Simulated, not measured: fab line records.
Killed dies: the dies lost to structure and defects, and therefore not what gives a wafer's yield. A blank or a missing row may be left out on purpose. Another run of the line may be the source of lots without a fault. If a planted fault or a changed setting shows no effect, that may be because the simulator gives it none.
fab line records	flow n5-finfet
record: lots: 5	wafers: 15	last-day: 18
route steps=1938 shown BEOL_M6@1199 PASSIVATION@1936
lots that met no fault: taken from a fault-free run of the same line
start-h: hours from the record's first day to the start of the lot's first wafer shown	wait-h: hours since the lot's step before	" same as the row above	L1.1+2: one row covering several wafers at once	- value missing, or start not given	* or withheld: withheld	< > ~ a bound
route shown NAME@n: NAME is a module with steps in the file, n the number in the route of the first one	usual: the fault-free wafers' mean and standard deviation	same: alike in all rows	chamber/n: place in a boat	sites: the reading at each site	_std_site: the values' standard deviation	_edge_site: inner sites' mean taken away from outer sites' mean	radius-mm: how far each site lies from the wafer's centre	mask NAME#n: copy n	behind: the tool/chamber that last shaped the wafer	hold: what put the lot on hold/how long, in hours/how the hold closed	device: the transistor (n, p or np) that didn't switch	end of line: tests run on the same wafers once the route is complete	for a step that has no rows: nothing shown but its recipe	killed: not the wafer's yield, but the dies lost to structure and defects at the first sort	map: per-die view of a wafer (x killed, . not killed, _ where there is no die)
set.NAME: the setting the step ran with; set.NAME@STEP: the setting that earlier step ran with	model.NAME: the simulator's own value behind a step, which no gauge read
lots at selected steps of the route; one table per step, one row per wafer
services: from which hour (start-h, from the record's first day; less than 0 if before it) a tool's chamber was out of use, for how many hours, and why
== steps ==
step: N5_BEOL_M6_COAT_59
recipe: resist: SOC	temp-c: 250	time-s: 60	spin-rpm: 1500	resist-thk-nm: 100
step: N5_BEOL_M6_COAT_60
recipe: resist: SiARC	temp-c: 220	time-s: 60	spin-rpm: 1500	resist-thk-nm: 35
step: N5_BEOL_M6_COAT_05
recipe: resist: CAR-ArF	spin-rpm: 1500	resist-thk-nm: 90
step: N5_BEOL_M6_EBR_07
recipe: solvent: PGMEA	ebr-width-mm: 1.5
step: N5_BEOL_M6_SOFTBAKE_06
recipe: temp-c: 110	time-s: 60	resist: CAR-ArF
step: N5_BEOL_M6_EXPOSE_08
recipe: mask-id: M6	na: 1.35	source-shape: dipole	sigma-inner: 0.817	sigma-outer: 0.97	polarization: te	dose-mj: 68.25
step: N5_BEOL_M6_PEB_09
recipe: peb-temp-c: withheld	peb-time-s: 60	resist: CAR-ArF
step: N5_BEOL_M6_DEVELOP_10
recipe: develop-time-s: 30	developer: TMAH	resist: CAR-ArF	rinse-liquid: diw	dry: air-spin	dev-temp-c: 23
step: N5_BEOL_M6_CD_MEAS_11
recipe: target-cd-nm: 38.5	landing-energy-ev: 500	detector: se-inlens	polarity: opening
usual: cd-nm: 38.3/0.46
lot.wafer	tool	chamber	start-h	wait-h	cd-nm
L204.2	cd-sem-03	0	216.18	-	38.7
L204.5	"	0	"	"	38.9
L204.6	"	0	"	"	39.1
L205.1	cd-sem-03	0	231.82	-	37.6
L205.3	"	0	"	"	37.7
L205.6	"	0	"	"	37.9
L208.2	cd-sem-02	0	238.79	-	38.7
L208.3	"	0	"	"	38.3
L208.4	"	0	"	"	38.2
L220.1	cd-sem-01	0	327.84	-	39.0
L220.3	"	0	"	"	38.2
L220.5	"	0	"	"	39.0
L222.4	cd-sem-03	0	337.36	-	38.2
L222.5	"	0	"	"	38.2
L222.6	"	0	"	"	38.1
step: N5_BEOL_M6_OVL_MEAS_12
recipe: points-per-wafer: 44
usual: M6_OVL: 0.3/0.66
lot.wafer	tool	chamber	start-h	wait-h	M6_OVL[nm]
L204.2	overlay-02	0	216.21	0.0	-0.3
L204.5	"	0	"	"	0.8
L204.6	"	0	"	"	-0.8
L205.1	overlay-01	0	231.85	0.0	0.9
L205.3	"	0	"	"	1.0
L205.6	"	0	"	"	0.7
L208.2	overlay-02	0	238.82	0.0	0.4
L208.3	"	0	"	"	-0.2
L208.4	"	0	"	"	0.9
L220.1	overlay-02	0	327.87	0.0	1.7
L220.3	"	0	"	"	1.5
L220.5	"	0	"	"	1.1
L222.4	overlay-02	0	337.39	0.0	-1.2
L222.5	"	0	"	"	-0.7
L222.6	"	0	"	"	-1.0
step: N5_BEOL_M6_INSPECT_13
recipe: mode: adi	inspect-instrument: brightfield
usual: raw-defect-count: 434/86
lot.wafer	tool	chamber	start-h	wait-h	raw-defect-count
L204.2	defect-inspect-01	-	216.24	0.0	374
L204.5	"	-	"	"	434
L204.6	"	-	"	"	508
L205.1	defect-inspect-01	-	231.87	0.0	694
L205.3	"	-	"	"	467
L205.6	"	-	"	"	375
L208.2	defect-inspect-02	-	238.85	0.0	395
L208.3	"	-	"	"	473
L208.4	"	-	"	"	455
L220.1	defect-inspect-01	-	327.89	0.0	356
L220.3	"	-	"	"	352
L220.5	"	-	"	"	258
L222.4	defect-inspect-02	-	337.41	0.0	384
L222.5	"	-	"	"	372
L222.6	"	-	"	"	449
step: N5_BEOL_M6_DESCUM_16
recipe: chemistry: O2	time-s: 7.9	source-power-w: 50	bias-power-w: 20	pressure-mtorr: 20	rf-frequency-hz: 2.712e+07	temp-c: 40	resist: CAR-ArF	o2-flow-sccm: 225
usual: drypump-motor-current-A: 5.8/0.51	oes-product-au: 0.82/0.095	rf-vpp-V: 244.0/1.3	showerhead-plenum-p-Torr: 2.14/0.07	throttle-valve-pct: 20.32/0.26
lot.wafer	tool	chamber	start-h	wait-h	drypump-motor-current-A	oes-product-au	rf-hours-counter-h	rf-vpp-V	showerhead-plenum-p-Torr	throttle-valve-pct
L204.2	rie-diel-03	2	216.33	0.1	5.0	0.81	85	244.3	2.13	20.77
L204.5	"	0	"	"	5.2	0.89	-	242.7	2.11	20.11
L204.6	"	1	"	"	5.4	0.71	-	246.0	2.16	20.50
L205.1	rie-diel-06	0	231.90	0.0	5.8	0.69	238	244.2	2.16	20.54
L205.3	"	1	"	"	6.6	0.71	224	244.9	2.17	20.59
L205.6	"	1	"	"	6.6	0.70	-	244.5	2.17	20.57
L208.2	rie-diel-03	3	239.66	0.8	6.0	0.78	123	241.2	2.03	20.60
L208.3	"	2	"	"	5.0	0.79	94	242.6	2.13	20.78
L208.4	"	1	"	"	5.5	0.71	204	243.3	2.16	20.51
L220.1	rie-diel-06	2	328.48	0.6	6.3	0.91	35	242.8	2.03	19.99
L220.3	"	0	"	"	5.8	0.94	11	244.9	2.15	20.17
L220.5	"	3	"	"	5.4	0.86	-	245.3	2.24	20.49
L222.4	rie-diel-03	2	337.49	0.1	5.0	0.76	135	242.8	2.11	20.85
L222.5	"	2	"	"	5.0	0.76	-	245.0	2.11	20.83
L222.6	"	3	"	"	5.9	0.75	-	242.9	2.02	20.68
step: N5_BEOL_M6_ETCH_61
recipe: chemistry: CF4	target: SiARC	target-depth-a: 455	mask-material: CAR-ArF	time-s: 75.8	ion-energy-ev: 80	pressure-mtorr: 40	source-w: 545	bias-w: 36	Ar_flow_sccm: 100	cf4-flow-sccm: 100	ends: cleared
usual: bias-w: 36.00/0.11	drypump-motor-current-A: 5.8/0.52	etch-rf-on-time-s: 75.1/2.1	mfc-ar-sccm: 100.1/0.3	oes-product-au: 0.70/0.08	rf-vpp-V: 184.7/1.2	showerhead-plenum-p-Torr: 2.19/0.066	throttle-valve-pct: 15.50/0.2
lot.wafer	tool	chamber	start-h	wait-h	bias-w	drypump-motor-current-A	etch-rf-on-time-s	mfc-ar-sccm	oes-product-au	rf-hours-counter-h	rf-vpp-V	showerhead-plenum-p-Torr	throttle-valve-pct
L204.2	rie-diel-03	2	216.37	0.0	35.87	5.0	73.8	100.0	0.70	85	183.4	2.17	15.83
L204.5	"	0	"	"	35.95	5.2	76.9	100.3	0.74	-	184.7	2.16	15.29
L204.6	"	1	"	"	36.04	5.5	73.2	100.4	0.62	-	184.5	2.20	15.69
L205.1	rie-diel-06	0	231.94	0.0	35.90	5.8	75.4	100.0	0.58	238	184.0	2.21	15.72
L205.3	"	1	"	"	36.09	6.6	76.9	100.2	0.60	224	186.3	2.19	15.68
L205.6	"	1	"	"	36.06	6.6	76.4	100.4	0.60	-	183.8	2.19	15.67
L208.2	rie-diel-03	3	239.69	0.0	35.98	5.9	74.5	99.7	0.68	123	182.6	2.06	15.65
L208.3	"	2	"	"	36.01	5.0	73.5	100.7	0.69	94	184.8	2.17	15.85
L208.4	"	1	"	"	35.88	5.5	72.7	100.6	0.62	204	184.1	2.20	15.72
L220.1	rie-diel-06	2	328.52	0.0	36.02	6.3	73.7	99.8	0.79	35	182.3	2.09	15.30
L220.3	"	0	"	"	36.19	5.7	77.7	100.2	0.81	11	184.9	2.20	15.26
L220.5	"	3	"	"	36.15	5.4	49.8	99.8	0.95	-	186.4	2.26	15.46
L222.4	rie-diel-03	2	337.52	0.0	35.92	5.0	73.9	100.3	0.65	135	184.4	2.16	15.94
L222.5	"	2	"	"	35.88	5.0	74.3	100.0	0.65	-	184.0	2.16	15.92
L222.6	"	3	"	"	35.81	5.9	73.7	100.2	0.65	-	183.2	2.05	15.71
step: N5_BEOL_M6_ETCH_62
recipe: chemistry: N2/H2	target: SOC	target-depth-a: 1100	overetch-a: 220	mask-material: SiARC	temp-c: 40	time-s: 165	ion-energy-ev: 200	pressure-mtorr: 30	source-w: 840	bias-w: 150	n2-flow-sccm: 200	h2-flow-sccm: 200
usual: bias-w: 150.0/0.44	drypump-motor-current-A: 5.8/0.52	oes-product-au: 0.70/0.079	rf-vpp-V: 525.6/2.5	showerhead-plenum-p-Torr: 2.60/0.082	throttle-valve-pct: 17.69/0.23
lot.wafer	tool	chamber	start-h	wait-h	bias-w	drypump-motor-current-A	oes-product-au	rf-hours-counter-h	rf-vpp-V	showerhead-plenum-p-Torr	throttle-valve-pct
L204.2	rie-diel-03	2	216.42	0.0	149.8	5.0	0.68	85	524.8	2.58	18.22
L204.5	"	0	"	"	150.2	5.2	0.74	-	524.8	2.58	17.54
L204.6	"	1	"	"	149.9	5.4	0.60	-	526.5	2.63	17.90
L205.1	rie-diel-06	0	231.99	0.0	149.2	5.7	0.58	238	527.2	2.61	17.91
L205.3	"	1	"	"	150.0	6.6	0.61	224	526.6	2.61	17.78
L205.6	"	1	"	"	149.8	6.6	0.60	-	526.0	2.61	17.78
L208.2	rie-diel-03	3	239.75	0.0	150.0	5.9	0.67	123	522.1	2.43	17.68
L208.3	"	2	"	"	149.0	5.0	0.67	94	523.9	2.58	18.22
L208.4	"	1	"	"	150.5	5.5	0.59	204	524.9	2.62	17.92
L220.1	rie-diel-06	2	328.58	0.0	150.5	6.3	0.76	35	522.5	2.50	17.65
L220.3	"	0	"	"	150.1	5.7	0.80	11	524.6	2.60	17.50
L220.5	"	3	"	"	149.5	5.4	0.73	-	529.0	2.68	17.64
L222.4	rie-diel-03	2	337.58	0.0	150.2	5.0	0.64	135	524.9	2.56	18.28
L222.5	"	2	"	"	149.7	5.0	0.64	-	524.3	2.56	18.29
L222.6	"	3	"	"	149.6	6.0	0.63	-	520.8	2.42	17.77
step: N5_PASSIVATION_PROBE_49
usual: defect-limited-yield: 91.4/1.5	killed_at_M0_to_M3: 34/10	killed_at_M4_up: 15/6	killed-at-contacts: 12/6	killed-at-front-end: 37/11	killed-at-other: 3.3/2.8	killed-dies: 101/18	killed-open: 66/14	killed-short: 33/7.8	sort_bin_5_function: 5.0/0.97	sort_bin_6_memory: 3.2/0.72	sort-n-pass: 1079/18	sort-yield-pct: 91.4/1.5
same: gross-dies: 1180	killed-at-back-side: 0	sort_bin_4_leakage[%]: 0	sort_bin_8_speed[%]: 0
lot.wafer	tool	chamber	start-h	wait-h	defect-limited-yield[%]	killed_at_M0_to_M3	killed_at_M4_up	killed-at-contacts	killed-at-front-end	killed-at-other	killed-dies	killed-open	killed-short	sort_bin_5_function[%]	sort_bin_6_memory[%]	sort-n-pass	sort-yield-pct[%]
L204.2	prober-02	-	304.31	0.1	92.1	23	11	11	37	11	93	59	34	4.5	3.4	1087	92.1
L204.5	prober-02	-	304.46	0.2	91.4	45	10	15	23	9	102	67	35	5.0	3.2	1078	91.4
L204.6	prober-02	-	304.51	0.3	92.6	33	20	7	22	5	87	57	29	3.6	3.6	1093	92.6
L205.1	prober-02	-	321.84	0.0	89.0	51	14	15	44	6	130	79	44	5.9	3.9	1050	89.0
L205.3	prober-02	-	321.94	0.1	92.2	32	10	11	37	2	92	50	42	5.0	2.3	1088	92.2
L205.6	prober-02	-	322.09	0.3	89.6	44	14	21	43	1	123	79	39	4.7	5.1	1057	89.6
L208.2	prober-02	-	323.84	0.1	92.5	36	20	3	26	3	88	54	33	4.3	3.0	1092	92.5
L208.3	prober-02	-	323.89	0.1	93.2	28	21	2	25	4	80	46	31	3.9	2.5	1100	93.2
L208.4	prober-02	-	323.94	0.2	92.2	33	21	8	29	1	92	53	37	4.5	2.9	1088	92.2
L220.1	prober-02	-	417.95	0.0	94.6	27	7	4	24	2	64	39	25	3.1	2.1	1116	94.6
L220.3	prober-02	-	418.05	0.1	91.9	38	11	4	38	5	96	61	35	5.0	2.9	1084	91.9
L220.5	prober-02	-	418.15	0.2	91.9	42	9	7	34	3	95	61	34	3.6	4.2	1085	91.9
L222.4	prober-01	-	430.10	0.2	90.5	20	12	15	61	4	112	77	26	5.6	3.1	1068	90.5
L222.5	prober-01	-	430.15	0.2	90.7	29	17	17	44	3	110	66	41	5.0	4.2	1070	90.7
L222.6	prober-01	-	430.20	0.3	91.9	17	22	15	38	3	95	62	32	4.5	3.1	1085	91.9
killed by level:class
L204.2 MOL_CONTACT_COAG:geometric-particle:open=10 STI_FIN_REVEAL:geometric-particle:open=7 BEOL_M3:geometric-particle:open=6 MIM_TOP_ETCH:geometric-particle:short=6 BEOL_M1:geometric-particle:open=5 BEOL_M2:geometric-particle:open=5 FIN_SAQP:geometric-particle:short=4 FIN_SAQP:geometric-particle:open=4
L204.5 BEOL_M2:geometric-particle:open=15 MOL_CONTACT_COAG:geometric-particle:open=9 BEOL_M3:geometric-particle:open=8 BEOL_M1:geometric-particle:open=7 FIN_SAQP:geometric-particle:short=6 MOL_CONTACT_COAG:geometric-particle:short=6 BEOL_M0_SAQP:geometric-particle:open=5 FIN_SAQP:geometric-particle:open=4
L204.6 BEOL_M2:geometric-particle:open=10 BEOL_M4:geometric-particle:open=8 FIN_SAQP:geometric-particle:open=7 BEOL_M1:geometric-particle:open=5 STI_FIN_REVEAL:geometric-particle:open=4 GATE_CUT:geometric-particle:short=4 MOL_CONTACT_COAG:geometric-particle:short=4 BEOL_M0_SAQP:geometric-particle:short=4
L205.1 BEOL_M0_SAQP:geometric-particle:short=18 BEOL_M0_SAQP:geometric-particle:open=18 MOL_CONTACT_COAG:geometric-particle:open=13 DUMMY_GATE:geometric-particle:open=7 BEOL_M1:geometric-particle:open=7 HKMG_FIN:area-etch=7 BEOL_M4:geometric-particle:open=6 FIN_SAQP:geometric-particle:open=4
L205.3 BEOL_M0_SAQP:geometric-particle:open=12 BEOL_M0_SAQP:geometric-particle:short=12 DUMMY_GATE:geometric-particle:open=9 MOL_CONTACT_COAG:geometric-particle:open=9 FIN_SAQP:geometric-particle:short=7 FIN_SAQP:geometric-particle:open=4 STI_FIN_REVEAL:geometric-particle:open=3 BEOL_M0:geometric-particle:short=3
L205.6 MOL_CONTACT_COAG:geometric-particle:open=16 BEOL_M0_SAQP:geometric-particle:short=14 BEOL_M0_SAQP:geometric-particle:open=10 BEOL_M1:geometric-particle:open=9 DUMMY_GATE:geometric-particle:open=7 STI_FIN_REVEAL:geometric-particle:open=6 FIN_SAQP:geometric-particle:open=5 FIN_CUT:geometric-particle:open=5
L208.2 FIN_SAQP:geometric-particle:short=9 BEOL_M0_SAQP:geometric-particle:short=8 BEOL_M4:geometric-particle:open=7 BEOL_M1:geometric-particle:open=7 BEOL_M0_SAQP:geometric-particle:open=6 STI_FIN_REVEAL:geometric-particle:open=5 BEOL_M3:geometric-particle:open=5 BEOL_M4:geometric-particle:short=4
L208.3 BEOL_M4:geometric-particle:open=9 BEOL_M0_SAQP:geometric-particle:short=8 BEOL_M0_SAQP:geometric-particle:open=8 BEOL_M1:geometric-particle:open=6 STARTING-WAFER:geometric-particle:short=4 BEOL_M5:geometric-particle:open=4 FIN_SAQP:geometric-particle:short=3 STI_FIN_REVEAL:geometric-particle:open=3
L208.4 BEOL_M0_SAQP:geometric-particle:short=13 FIN_SAQP:geometric-particle:short=9 BEOL_M0_SAQP:geometric-particle:open=7 BEOL_M4:geometric-particle:open=7 MOL_CONTACT_COAG:geometric-particle:open=6 BEOL_M3:geometric-particle:open=6 FIN_SAQP:geometric-particle:open=4 BEOL_M7:geometric-particle:open=4
L220.1 DUMMY_GATE:geometric-particle:open=8 BEOL_M2:geometric-particle:open=7 BEOL_M0_SAQP:geometric-particle:short=6 BEOL_M0_SAQP:geometric-particle:open=5 STI_FIN_REVEAL:geometric-particle:open=4 FIN_SAQP:geometric-particle:short=3 MOL_CONTACT_COAG:geometric-particle:open=3 BEOL_M4:geometric-particle:open=3
L220.3 FIN_SAQP:geometric-particle:open=10 BEOL_M0_SAQP:geometric-particle:short=10 BEOL_M3:geometric-particle:open=7 BEOL_M0_SAQP:geometric-particle:open=6 BEOL_M4:geometric-particle:open=6 FIN_SAQP:geometric-particle:short=5 STARTING-WAFER:geometric-particle:open=5 STARTING-WAFER:geometric-particle:short=5
L220.5 BEOL_M0_SAQP:geometric-particle:short=10 FIN_SAQP:geometric-particle:open=8 BEOL_M0_SAQP:geometric-particle:open=8 BEOL_M2:geometric-particle:open=7 GATE_CUT:geometric-particle:open=6 BEOL_M4:geometric-particle:open=6 FIN_SAQP:geometric-particle:short=5 GATE_CUT:geometric-particle:short=5
L222.4 STI_FIN_REVEAL:geometric-particle:open=20 MOL_CONTACT_COAG:geometric-particle:open=11 FIN_SAQP:geometric-particle:open=10 HKMG_FIN:area-etch=7 BEOL_M4:geometric-particle:open=6 GATE_CUT:geometric-particle:short=5 BEOL_M1:geometric-particle:open=5 FIN_SAQP:geometric-particle:short=4
L222.5 MOL_CONTACT_COAG:geometric-particle:open=16 FIN_SAQP:geometric-particle:short=11 FIN_SAQP:geometric-particle:open=10 BEOL_M3:geometric-particle:open=7 GATE_CUT:geometric-particle:open=5 GATE_CUT:geometric-particle:short=5 BEOL_M2:geometric-particle:open=5 BEOL_M0_SAQP:geometric-particle:short=4
L222.6 BEOL_M4:geometric-particle:open=11 FIN_SAQP:geometric-particle:open=10 MOL_CONTACT_COAG:geometric-particle:open=9 GATE_CUT:geometric-particle:short=8 MOL_CONTACT_COAG:geometric-particle:short=6 BEOL_M3:geometric-particle:open=5 FIN_SAQP:geometric-particle:short=4 BEOL_M2:geometric-particle:open=4
== services ==
tool	chamber	start-h	hours	kind
rie-diel-06	2	200.19	-	clean
rie-diel-06	2	200.19	-	consumable-replace:focus-ring
rie-diel-06	2	200.19	17.7	scheduled-down
rie-diel-06	2	200.19	17.7	vent-cycle
rie-diel-06	-	233.19	15.6	pm
rie-diel-06	3	251.02	9.4	repair
rie-diel-03	3	259.60	4.2	repair
rie-diel-06	0	263.94	4.2	repair
rie-diel-06	-	277.23	4.3	pm
rie-diel-06	0	284.94	-	clean
rie-diel-06	0	284.94	-	consumable-replace:focus-ring
rie-diel-06	0	284.94	15.1	scheduled-down
rie-diel-06	0	284.94	15.1	vent-cycle
rie-diel-03	0	303.24	7.5	repair
rie-diel-06	2	309.91	2.8	repair
rie-diel-06	1	313.78	-	clean
rie-diel-06	1	313.78	-	consumable-replace:focus-ring
rie-diel-06	1	313.78	20.5	scheduled-down
rie-diel-06	1	313.78	20.5	vent-cycle
rie-diel-03	1	321.25	4.6	repair
== key ==
first-sign: step: N5_BEOL_M6_ETCH_61	reading: etch-rf-on-time-s	direction: down	sigmas: 12	usual: *	struck: *
effect: step: N5_BEOL_M6_ETCH_61	reading: oes-product-au	direction: up	sigmas: 3.1	usual: 0.70	struck: 0.95
met-at N5_BEOL_M6_ETCH_61
struck-wafers L220.5
onset-between 231.94 328.52
fault: kind: process-parameter-drift	tool: rie-diel-06	chamber: -	onset-h: 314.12	steps: N5_BEOL_M6_ETCH_61	channel: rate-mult	offset: 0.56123	shape: step	end-h: 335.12	scope: struck-wafers-only
